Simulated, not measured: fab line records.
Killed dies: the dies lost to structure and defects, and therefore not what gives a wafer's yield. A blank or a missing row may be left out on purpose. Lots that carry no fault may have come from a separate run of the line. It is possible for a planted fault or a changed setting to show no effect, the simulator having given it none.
Split-lot study + flow n5-finfet + 39 wafers read from 7 lots, route of 1938 steps

THE SPLIT
At N5_BEOL_M2_ILD_DEP_00 (deposits SiOC from DEMS/O2, target thk 79 nm, time 15.3 s), the setting target-thk-a was moved away from the recipe's 790 angstrom on 15 of the 39 wafers read, by -59.0% to +51.6%. For the rest of the wafers, this setting stayed at what the recipe calls for.

Between the split and the reading, the file records no step.

THE READING
M2_ILD_THK in nanometres, read at N5_BEOL_M2_THK_MEAS_01. A value of 78.9 nm with a standard deviation of 0.85 nm is what fault-free wafers of this fab line usually give.

| wafer  | tool, chamber at the split | target-thk-a as run, angstrom | against the recipe | M2_ILD_THK, nm | against lot-mates on the recipe |
|--------|----------------------------|-------------------------------|--------------------|----------------|---------------------------------|
| L080.1 | pecvd-03, 0,2              | 790                           | recipe             | 78.0           | -                               |
| L080.2 | pecvd-03, 1                | 790                           | recipe             | 77.6           | -                               |
| L080.3 | pecvd-03, 0,2              | 790                           | recipe             | 78.0           | -                               |
| L080.4 | pecvd-03, 1                | 790                           | recipe             | 78.7           | -                               |
| L080.5 | pecvd-03, 0                | 790                           | recipe             | 79.0           | -                               |
| L080.6 | pecvd-03, 2                | 790                           | recipe             | 79.2           | -                               |
| L079.1 | pecvd-03, 0,2              | 406.9                         | -48.5%             | 40.7           | -38.9                           |
| L079.2 | pecvd-03, 0,2              | 406.9                         | -48.5%             | 40.7           | -38.9                           |
| L079.3 | pecvd-03, 1                | 406.9                         | -48.5%             | 40.4           | -39.2                           |
| L079.4 | pecvd-03, 0,1              | 790                           | recipe             | 79.4           | -                               |
| L079.5 | pecvd-03, 0,1              | 790                           | recipe             | 79.3           | -                               |
| L079.6 | pecvd-03, 2                | 790                           | recipe             | 80.1           | -                               |
| L082.1 | pecvd-02, 0,1              | 1198                          | +51.6%             | 118.6          | +40.5                           |
| L082.2 | pecvd-02, 1                | 790                           | recipe             | 77.4           | -                               |
| L082.3 | pecvd-02, 2                | 790                           | recipe             | 77.8           | -                               |
| L082.4 | pecvd-02, 2                | 790                           | recipe             | 79.1           | -                               |
| L082.5 | pecvd-02, 0,1              | 1198                          | +51.6%             | 118.7          | +40.6                           |
| L082.6 | pecvd-02, 0                | 1198                          | +51.6%             | 119.9          | +41.8                           |
| L085.1 | pecvd-02, 1                | 389.3                         | -50.7%             | 38.7           | -40.7                           |
| L085.2 | pecvd-02, 0                | 790                           | recipe             | 78.4           | -                               |
| L085.3 | pecvd-02, 2                | 389.3                         | -50.7%             | 39.2           | -40.2                           |
| L085.4 | pecvd-02, 0                | 389.3                         | -50.7%             | 40.4           | -39.0                           |
| L085.5 | pecvd-02, 2                | 790                           | recipe             | 80.4           | -                               |
| L085.6 | pecvd-02, 1                | 790                           | recipe             | 79.3           | -                               |
| L086.1 | pecvd-03, 0                | 790                           | recipe             | 79.8           | -                               |
| L086.2 | pecvd-03, 1                | 790                           | recipe             | 78.7           | -                               |
| L086.4 | pecvd-03, 0                | 790                           | recipe             | 80.7           | -                               |
| L090.1 | pecvd-02, 2,1              | 790                           | recipe             | 78.7           | -                               |
| L090.2 | pecvd-02, 0                | 1155                          | +46.2%             | 115.1          | +36.0                           |
| L090.3 | pecvd-02, 2,1              | 790                           | recipe             | 78.6           | -                               |
| L090.4 | pecvd-02, 0                | 1155                          | +46.2%             | 116.6          | +37.5                           |
| L090.5 | pecvd-02, 2                | 1155                          | +46.2%             | 115.5          | +36.4                           |
| L090.6 | pecvd-02, 1                | 790                           | recipe             | 80.0           | -                               |
| L094.1 | pecvd-02, 2,0              | 790                           | recipe             | 78.1           | -                               |
| L094.2 | pecvd-02, 2,0              | 790                           | recipe             | 78.2           | -                               |
| L094.3 | pecvd-02, 1                | 324                           | -59.0%             | 31.8           | -46.8                           |
| L094.4 | pecvd-02, 1                | 324                           | -59.0%             | 31.9           | -46.7                           |
| L094.5 | pecvd-02, 2                | 324                           | -59.0%             | 33.4           | -45.2                           |
| L094.6 | pecvd-02, 0                | 790                           | recipe             | 79.4           | -                               |
Where a row lists several chambers, the file gives one row for several wafers and doesn't say which wafer went through which chamber.

THE FIT
A straight line over all 39 wafers: M2_ILD_THK changes by +0.786 nm for each +1% of target-thk-a; r = +1.00; the points scatter about the line by 0.83 nm.
The same after taking each lot's own level away (the mean of its wafers on the recipe; 39 wafers): +0.791 nm for each +1%; r = +1.00; scatter 0.69 nm.
On that fit, the largest move of target-thk-a shifts the reading by 47 nm.
Across the lots, their own levels run from 78.10 to 79.73 nm, a range of 1.9 times the standard deviation given above.
The two slopes are in agreement: the lot-to-lot level therefore moves the slope only a little.
Check: with one of the wafers moved furthest among these (-59.0%) left out of the fit, the line predicts -46.7 nm for it against its lot-mates. It came out at -46.8 nm against them.

THE OTHER SPLITS THESE WAFERS WENT THROUGH
These wafers also went through other splits before the reading. Each is held against what the fit with the lots' levels taken away leaves over:
| other split on the same wafers               | wafers away from the commonest value | r with M2_ILD_THK (lot level and that fit taken away) |
|----------------------------------------------|--------------------------------------|-------------------------------------------------------|
| N5_FIN_SAQP_HM_DEP_72 target-thk-a           | 12                                   | +0.02                                                 |
| N5_SD_EPI_N_DESCUM_14 time-s                 | 15                                   | -0.18                                                 |
| N5_HKMG_FIN_HK_ALD_01 ald-cycles             | 12                                   | -0.04                                                 |
| N5_MOL_CONTACT_COAG_SPUTTER_143 target-thk-a | 12                                   | -0.13                                                 |
| N5_BEOL_M1_HM_DEP_02 target-thk-a            | 15                                   | +0.18                                                 |

THE WHOLE CHAIN: every reading that the file lists as answering this split, in the file's order
| step                   | what it does                                              | reading                                                                            | change (the file's fit)               | r (the file's) |
|------------------------|-----------------------------------------------------------|------------------------------------------------------------------------------------|---------------------------------------|----------------|
| N5_BEOL_M2_ILD_DEP_00  | deposits SiOC from DEMS/O2, target thk 79 nm, time 15.3 s | SiOC_of_BEOL_M2_ILD_DEP_00.thk-nm (the simulator's own value, which no gauge read) | +0.792 nm for each +1% of the setting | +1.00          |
| N5_BEOL_M2_THK_MEAS_01 |                                                           | M2_ILD_THK                                                                         | +0.791 for each +1% of the setting    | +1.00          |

THE FILE'S OWN FIT
M2_ILD_THK changes by +0.791 nm for each +1% of target-thk-a, r = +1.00.
